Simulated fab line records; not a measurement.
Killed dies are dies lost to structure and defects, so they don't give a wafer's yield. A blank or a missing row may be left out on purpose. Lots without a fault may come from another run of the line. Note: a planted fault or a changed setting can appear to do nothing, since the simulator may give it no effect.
fab line records | flow n5_finfet
record lots=4 | wafers=12 | last_day=17
route steps=1938 shown SD_EPI_P@306 SD_ACTIVATION@330 ILD0@335 BEOL_M4@1111 PASSIVATION@1936
lots that met no fault: from a run of the same line without faults
start_h: the number of hours between the record's first day and the start of the first shown wafer of the lot | wait_h: hours from the lot's prior step to this one | " as in the row above | L1.1+2: a single row standing in for several wafers | - no value, or no start given | * or withheld: withheld | < > ~ a bound
route shown NAME@n: a module of which the file shows steps, and the number in the route of the first | usual: mean/standard deviation taken from wafers without a fault | same: alike in all rows | chamber/n: place in a boat | sites: readings site by site | _std_site: the standard deviation of these | _edge_site: mean of outer sites minus mean of inner sites | radius_mm: how far each site lies from the wafer's centre | mask NAME#n: copy n | behind: the last tool/chamber to shape the wafer | hold: why the lot was held/for how many hours/how that ended | device: the transistor (n, p or np) that didn't switch | end of line: at the end of the route, the tests of the same wafers | for a step that has no rows: nothing shown but its recipe | killed: not the wafer's yield, but the dies lost to structure and defects at the first sort | map: a wafer's dies, marking killed ones x, the rest . and places with no die _
set.NAME: the setting the step ran with; set.NAME@STEP: the setting that earlier step ran with | model.NAME: the simulator's own value behind a step, which no gauge read
lots at some steps of the route; a table a step, a row a wafer
services: a tool's chamber out of use, with start hour (start_h, from the record's first day; less than 0 if before it), hours out, and reason
## steps
# step N5_SD_EPI_P_DESCUM_14
# recipe chemistry=O2 | time_s=7.9 | source_power_w=50 | bias_power_w=20 | pressure_mtorr=20 | rf_frequency_hz=2.712e+07 | temp_c=40 | resist=CAR-ArF-block | o2_flow_sccm=225
# step N5_SD_EPI_P_ETCH_36
# recipe chemistry=CF4 | target=SiARC | target_depth_a=455 | mask_material=CAR-ArF-block | time_s=75.8 | ion_energy_ev=80 | pressure_mtorr=40 | source_w=545 | bias_w=36 | Ar_flow_sccm=100 | cf4_flow_sccm=100 | ends=cleared
# step N5_SD_EPI_P_ETCH_37
# recipe chemistry=N2/H2 | target=SOC | overetch_a=1080 | mask_material=SiARC | temp_c=40 | ion_energy_ev=100 | source_w=3000 | bias_w=133 | pressure_mtorr=20 | time_s=486 | n2_flow_sccm=200 | h2_flow_sccm=200 | ends=end_point
# step N5_SD_EPI_P_STRIP_38
# recipe chemistry=N2/H2 | temp_c=40 | n2_flow_sccm=200 | h2_flow_sccm=200 | rf_frequency_hz=6e+07
# step N5_SD_EPI_P_ETCHBACK_46
# recipe chemistry=CH3F/O2 | mode=anisotropic_etchback | target=SiNx | target_depth_a=175 | stop_on=SiO2 | over_etch_frac=0.3 | ion_energy_ev=120 | pressure_mtorr=30 | source_w=395 | bias_w=73 | Ar_flow_sccm=150 | CH3F_flow_sccm=30 | O2_flow_sccm=20
# step N5_SD_EPI_P_ETCH_47
# recipe chemistry=CH3F/O2 | target=SiOCN | target_depth_a=250 | mask_material=SOC | ion_energy_ev=60 | bias_w=29 | pressure_mtorr=30 | source_w=410 | Ar_flow_sccm=150 | CH3F_flow_sccm=30 | O2_flow_sccm=20
# step N5_SD_EPI_P_ETCH_16
# recipe chemistry=CHF3/O2 | target=SiO2 | target_depth_a=50 | mask_material=SOC | pressure_mtorr=30 | source_w=650 | bias_w=170 | Ar_flow_sccm=200 | CHF3_flow_sccm=50 | O2_flow_sccm=5 | ion_energy_ev=200
# step N5_SD_EPI_P_STRIP_50
# recipe chemistry=CHF3/O2 | resist=SiARC | rf_frequency_hz=6e+07
# step N5_SD_EPI_P_SD_RECESS_17
# recipe chemistry=HBr/Cl2/O2 | target_depth_a=391 | bt_time_s=3 | pressure_mtorr=10 | icp_w=800 | bias_w=112 | HBr_flow_sccm=150 | Cl2_flow_sccm=80 | O2_flow_sccm=12
# step N5_SD_EPI_P_WET_ETCH_45
# recipe chemistry=dHF | dilution=withheld | time_s=10.7 | target=SiO2 | target_depth_a=20 | temp_c=25 | dry=ipa_marangoni | rinse_time_s=30 | rinse_temp_c=23
# step N5_SD_EPI_P_STRIP_40
# recipe chemistry=N2/H2 | power_w=1000 | temp_c=250 | h2_frac=0.65 | overash_fraction=0.3 | pressure_mtorr=withheld | n2_flow_sccm=1750 | h2_flow_sccm=3250
# usual drypump_motor_current_A=6.22/0.29 | heater_power_w=319/15 | oes_product_au=0.761/0.011
lot.wafer | tool            | chamber | start_h | wait_h | drypump_motor_current_A | heater_power_w | oes_product_au | rf_hours_counter_h
L805.3    | plasma_asher-01 | 0       | 87.42   | 0.0    | 5.77                    | 310            | 0.761          | -
L805.4    | "               | 1       | "       | "      | 5.88                    | 288            | 0.759          | -
L805.5    | "               | 0       | "       | "      | 5.82                    | 310            | 0.752          | -
L819.1    | plasma_asher-01 | 0       | 169.50  | 0.0    | 5.79                    | 311            | 0.762          | 56
L819.3    | "               | 0       | "       | "      | 5.74                    | 319            | 0.773          | -
L819.5    | "               | 0       | "       | "      | 5.78                    | 315            | 0.774          | -
L821.1    | plasma_asher-01 | 0       | 182.06  | 0.0    | 5.75                    | 318            | 0.764          | 59
L821.3    | "               | 1       | "       | "      | 5.92                    | 284            | 0.747          | -
L821.5    | "               | 1       | "       | "      | 5.94                    | 300            | 0.759          | -
L823.1    | plasma_asher-02 | 1       | 197.20  | 0.0    | 6.44                    | 329            | 0.757          | 112
L823.4    | "               | 0       | "       | "      | 6.38                    | 341            | 0.769          | -
L823.6    | "               | 1       | "       | "      | 6.46                    | 321            | 0.739          | -
# step N5_SD_EPI_P_PRECLEAN_52
# recipe chemistry=O3/DIW | time_s=60 | temp_c=22 | o3_ppm=10
# step N5_SD_EPI_P_SRD_20
# recipe dry=ipa_marangoni | do_ppb=5 | time_s=30 | temp_c=23 | rinse_liquid=diw
# step N5_SD_EPI_P_PRECLEAN_51
# recipe chemistry=NF3:NH3 | afs_cycles=1 | temp_c=30 | time_s=20 | sublimation_temp_c=180 | sublimation_time_s=60 | pressure_torr=3 | rf_power_w=30
# step N5_SD_EPI_P_VAPOR_ETCH_44
# recipe chemistry=NF3/Ar | target=SiGe30 | temp_c=25 | time_s=3.3 | mode=isotropic
# step N5_SD_EPI_P_EPI_21
# recipe material=SiGe:B | dopant=B | temp_c=550 | pressure_torr=20 | ambient=H2 | time_s=355
# step N5_SD_EPI_P_HM_STRIP_48
# recipe chemistry=H3PO4 | temp_c=160 | material=SiNx | target=SiNx | target_depth_a=30 | overetch_fraction=0.3
# step N5_SD_EPI_P_SRD_49
# recipe dry=ipa_marangoni | time_s=30 | temp_c=23 | rinse_liquid=diw
# step N5_SD_EPI_P_PRECLEAN_24
# recipe chemistry=O3/DIW | time_s=45 | temp_c=22 | o3_ppm=10
# step N5_SD_EPI_P_PRECLEAN_32
# recipe chemistry=dHF | time_s=10 | dilution=500:1 | temp_c=25
# step N5_SD_EPI_P_PRECLEAN_33
# recipe chemistry=SC2 | time_s=45 | temp_c=35 | mix=1:1:50
# step N5_SD_EPI_P_SRD_25
# recipe time_s=30 | temp_c=23 | rinse_liquid=diw | dry=ipa_marangoni
# step N5_SD_EPI_P_INSPECT_26
# recipe inspect_instrument=darkfield | mode=post_epi
# usual raw_defect_count=165/34
lot.wafer | tool              | chamber | start_h | wait_h | raw_defect_count
L805.3    | defect_inspect-01 | -       | 91.13   | 0.0    | 155
L805.4    | "                 | -       | "       | "      | 150
L805.5    | "                 | -       | "       | "      | 182
L819.1    | defect_inspect-02 | -       | 173.26  | 0.0    | 500
L819.3    | "                 | -       | "       | "      | 552
L819.5    | "                 | -       | "       | "      | 535
L821.1    | defect_inspect-02 | -       | 184.94  | 0.0    | 501
L821.3    | "                 | -       | "       | "      | 138
L821.5    | "                 | -       | "       | "      | 203
L823.1    | defect_inspect-02 | -       | 200.09  | 0.0    | 159
L823.4    | "                 | -       | "       | "      | 142
L823.6    | "                 | -       | "       | "      | 189
# step N5_SD_ACTIVATION_RTA_00
# recipe temp_c=975 | time_s=0 | ambient=N2 | idle_temp_c=600 | ramp_up_c_per_s=150 | ramp_down_c_per_s=60 | cool_to_c=600
# step N5_SD_ACTIVATION_LSA_01
# recipe temp_c=1080 | time_s=0.0008 | ambient=N2
# step N5_SD_ACTIVATION_INSPECT_02
# recipe inspect_instrument=darkfield | mode=post_anneal
# usual raw_defect_count=164/34
lot.wafer | tool              | chamber | start_h | wait_h | raw_defect_count
L805.3    | defect_inspect-02 | -       | 92.08   | 0.1    | 154
L805.4    | "                 | -       | "       | "      | 150
L805.5    | "                 | -       | "       | "      | 164
L819.1    | defect_inspect-02 | -       | 174.16  | 0.2    | 505
L819.3    | "                 | -       | "       | "      | 538
L819.5    | "                 | -       | "       | "      | 511
L821.1    | defect_inspect-01 | -       | 185.70  | 0.2    | 498
L821.3    | "                 | -       | "       | "      | 146
L821.5    | "                 | -       | "       | "      | 199
L823.1    | defect_inspect-02 | -       | 201.03  | 0.2    | 161
L823.4    | "                 | -       | "       | "      | 134
L823.6    | "                 | -       | "       | "      | 195
# step N5_ILD0_LINER_00
# recipe material=SiNx | target_thk_a=40 | temp_c=400 | ald_precursor_family=SiH2I2 | ald_co_reactant=N2/H2-plasma | pulse_time_s=1 | purge_time_s=2 | co_reactant_purge_time_s=2 | ald_cycles=80 | pressure_torr=2
# step N5_BEOL_M4_RC_MEAS_101
# usual DIBL_N=36.3/1.2 | DIBL_P=36.1/1.6 | IOFF_N=0.161/0.023 | IOFF_P=0.209/0.027 | ION_N=676/8.9 | ION_P=462/5.3 | SS_N=71.5/0.51 | SS_P=73.2/0.5 | VT_N=249.1/2.5 | VT_P=-249.9/2.8
lot.wafer | tool      | chamber | start_h | wait_h | DIBL_N[mV/V] | DIBL_P[mV/V] | IOFF_N[nA/um] | IOFF_P[nA/um] | ION_N[uA/um] | ION_P[uA/um] | SS_N[mV/dec] | SS_P[mV/dec] | VT_N[mV] | VT_P[mV]
L805.3    | prober-02 | 0       | 196.89  | 0.3    | 39.4         | 39.3         | 0.240         | 0.321         | 689          | 465          | 71.8         | 73.9         | 243.6    | -242.6
L805.4    | "         | 0       | "       | "      | 35.7         | 34.6         | 0.152         | 0.226         | 670          | 468          | 70.9         | 72.7         | 250.1    | -244.9
L805.5    | "         | 0       | "       | "      | 36.5         | 35.4         | 0.160         | 0.238         | 673          | 471          | 70.8         | 72.8         | 246.7    | -245.7
L819.1    | prober-01 | 0       | 278.61  | 0.0    | 34.8         | 33.6         | 0.139         | 0.183         | 663          | 463          | 70.6         | 72.9         | 249.4    | -254.0
L819.3    | "         | 0       | "       | "      | 36.9         | 35.7         | 0.164         | 0.216         | 673          | 461          | 71.5         | 72.9         | 248.3    | -248.8
L819.5    | "         | 0       | "       | "      | 37.2         | 35.9         | 0.181         | 0.222         | 678          | 464          | 72.0         | 73.6         | 248.5    | -248.1
L821.1    | prober-02 | 0       | 284.60  | 0.0    | 36.9         | 38.7         | 0.155         | 0.237         | 667          | 460          | 71.6         | 73.7         | 252.0    | -247.5
L821.3    | "         | 0       | "       | "      | 37.1         | 38.2         | 0.152         | 0.223         | 669          | 455          | 71.5         | 73.6         | 252.4    | -247.7
L821.5    | "         | 0       | "       | "      | 38.2         | 40.2         | 0.180         | 0.271         | 676          | 465          | 71.6         | 74.1         | 248.3    | -245.8
L823.1    | prober-01 | 0       | 310.21  | 0.0    | 34.6         | 33.6         | 0.125         | 0.169         | 669          | 460          | 71.2         | 73.0         | 252.8    | -252.1
L823.4    | "         | 0       | "       | "      | 35.6         | 34.4         | 0.136         | 0.179         | 672          | 460          | 71.8         | 73.0         | 252.2    | -250.3
L823.6    | "         | 0       | "       | "      | 36.8         | 36.1         | 0.154         | 0.201         | 677          | 459          | 71.5         | 73.3         | 249.4    | -251.0
# step N5_PASSIVATION_PROBE_49
# usual defect_limited_yield=91.3/1.5 | killed_at_M0_to_M3=35/10 | killed_at_M4_up=13/5.3 | killed_at_contacts=12/5.7 | killed_at_front_end=39/11 | killed_at_other=3.3/2.7 | killed_dies=102/18 | killed_open=67/13 | killed_short=34/7.8 | sort_bin_5_function=5.1/1 | sort_bin_6_memory=3.3/0.68 | sort_n_pass=1078/18 | sort_yield_pct=91.3/1.5
# same gross_dies=1180 | killed_at_back_side=0 | sort_bin_4_leakage[%]=0 | sort_bin_8_speed[%]=0
lot.wafer | tool      | chamber | start_h | wait_h | defect_limited_yield[%] | killed_at_M0_to_M3 | killed_at_M4_up | killed_at_contacts | killed_at_front_end | killed_at_other | killed_dies | killed_open | killed_short | sort_bin_5_function[%] | sort_bin_6_memory[%] | sort_n_pass | sort_yield_pct[%]
L819.1    | prober-02 | -       | 383.18  | 0.0    | 82.5                    | 33                 | 5               | 17                 | 147                 | 4               | 206         | 68          | 34           | 10.9                   | 4.8                  | 974         | 82.5
L819.3    | prober-02 | -       | 383.28  | 0.1    | 84.6                    | 31                 | 5               | 19                 | 124                 | 3               | 182         | 48          | 29           | 9.7                    | 3.9                  | 998         | 84.6
L819.5    | prober-02 | -       | 383.38  | 0.2    | 83.5                    | 22                 | 7               | 13                 | 145                 | 8               | 195         | 44          | 35           | 10.8                   | 4.4                  | 985         | 83.5
L821.1    | prober-01 | -       | 389.12  | 0.0    | 84.2                    | 22                 | 5               | 10                 | 150                 | 0               | 187         | 55          | 34           | 9.7                    | 4.7                  | 993         | 84.2
# killed by level:class
L819.1 SD_EPI_P:unspecified=96 FIN_SAQP:geometric_particle:open=13 MOL_CONTACT_COAG:geometric_particle:open=12 BEOL_M0_SAQP:geometric_particle:short=11 BEOL_M0_SAQP:geometric_particle:open=10 FIN_SAQP:geometric_particle:short=6 DUMMY_GATE:geometric_particle:open=6 HKMG_FIN:area_etch=6
L819.3 SD_EPI_P:unspecified=104 MOL_CONTACT_COAG:geometric_particle:open=15 BEOL_M0_SAQP:geometric_particle:short=8 BEOL_M3:geometric_particle:open=6 MOL_CONTACT_COAG:geometric_particle:short=4 BEOL_M0_SAQP:geometric_particle:open=4 BEOL_M1:geometric_particle:open=4 BEOL_M4:geometric_particle:open=4
L819.5 SD_EPI_P:unspecified=113 MOL_CONTACT_COAG:geometric_particle:open=10 FIN_SAQP:geometric_particle:short=9 BEOL_M0_SAQP:geometric_particle:short=7 BEOL_M0_SAQP:geometric_particle:open=6 DUMMY_GATE:geometric_particle:open=5 BEOL_M1:geometric_particle:open=5 STI_FIN_REVEAL:geometric_particle:open=3
L821.1 SD_EPI_P:unspecified=98 FIN_SAQP:geometric_particle:open=13 STI_FIN_REVEAL:geometric_particle:open=13 MOL_CONTACT_COAG:geometric_particle:open=7 FIN_SAQP:geometric_particle:short=6 BEOL_M0_SAQP:geometric_particle:short=6 GATE_CUT:geometric_particle:short=5 BEOL_M0_SAQP:geometric_particle:open=5
# map L819.1 (x killed, . not)
_________________............________________
______________.x.............x.._____________
___________........x.x....x.......x__________
__________x.x.x....................._________
________...x.xx...x.......x..x....x..._______
_______.x............x......x........x.______
______.x.....x.....................x...._____
_____..x..........x......................____
____.....x..............x.................___
___.........x...x................x..x......__
___x.........x.x......x.........x..........__
__...........x...x.......x............x....._
__x.........xx....x....x...........x........_
_...x..xxxxxxxxxxx...........x...............
_...x....xxxxxxxx.x......x.........x......x..
_.....x.xxxxxxxxxxx...x.x...............x....
_......xxxxxxxxxxxx...x............x.........
_x......xxxxxxxx.xx.................x....x.x.
_.......xxxxxxxxxxxxx....x.......x....x......
_.......xxxxxxxxxx........................xxx
_......xxx.xxxxxx.xx...............x......x..
__.......xxxx..xxx...................x......_
__x.xx.x..x..x.x....xx....................x._
___..xx........x.......x.......x...........__
___........x.x.........x...........x..x....__
____...x.............................x....___
_____x...x......x........................____
______.....x..........x................._____
_______...................x.......x....______
________..................x..x.....x.._______
__________....x..........x..x.x....x_________
___________..x.x...................__________
______________........x...x....._____________
_________________............________________
# map L821.1 (x killed, . not)
_________________............________________
______________....x............._____________
___________........................__________
__________...................x......_________
________..x........x.................._______
_______.................x......x.xx....______
______....................x.....x......._____
_____x........x..................x.......____
____...........xx...x.......x..........xx.___
___........x......x.x......................__
___............x....x.......x..............__
__x........................................._
__........x...xx.x....x....................._
_........xxxxx..x.x.....................x....
_.x...xx.xxxxxxxxxx...........x.x.....x......
_.....xxxxxxxxxxxxx............x.............
_......x.xxxxxxxxx.xx........................
_......xxxxxxxxxxxxx...x...........x........x
_......x.xxxxxxxxxx.x.x..x...................
_........xxxxxxxx..x......x..................
_.x.....x.xxxxxxx.xx...x................xxx..
__.....x..xx.xxxxx...x......................_
__......xx.x....................x..........._
___......x.......x.x............x.....x.x..__
___x...x.....................x.............__
____...........x........x...........x.....___
_____..........x......x.x......x.x..x.x..____
______......x.....x.xx...x.............._____
_______........................x.......______
________....x....x........x..x...x...._______
__________.....x.x.....x............_________
___________....................xxx.__________
______________..x..............._____________
_________________.....x......________________
## services
tool            | chamber | start_h | hours | kind
plasma_asher-02 | -       | 123.16  | 4.3   | pm
## key
first_sign step=N5_SD_EPI_P_INSPECT_26 | reading=raw_defect_count | direction=up | sigmas=11 | usual=165 | struck=522
effect step=N5_SD_ACTIVATION_INSPECT_02 | reading=raw_defect_count | direction=up | sigmas=10 | usual=164 | struck=513
effect step=N5_PASSIVATION_PROBE_49 | reading=killed_at_front_end | direction=up | sigmas=9.3 | usual=39 | struck=142
more_kills_born_at N5_SD_EPI_P_STRIP_40@plasma_asher-01=411
met_at N5_SD_EPI_P_STRIP_40
struck_wafers L819.1,L819.3,L819.5,L821.1
onset_between 87.42 169.50
fault kind=chamber_particle_source | tool=plasma_asher-01 | chamber=0 | onset_h=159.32 | steps=N5_SD_EPI_P_STRIP_40 | rate_per_visit_cm2=0.47913 | end_h=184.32
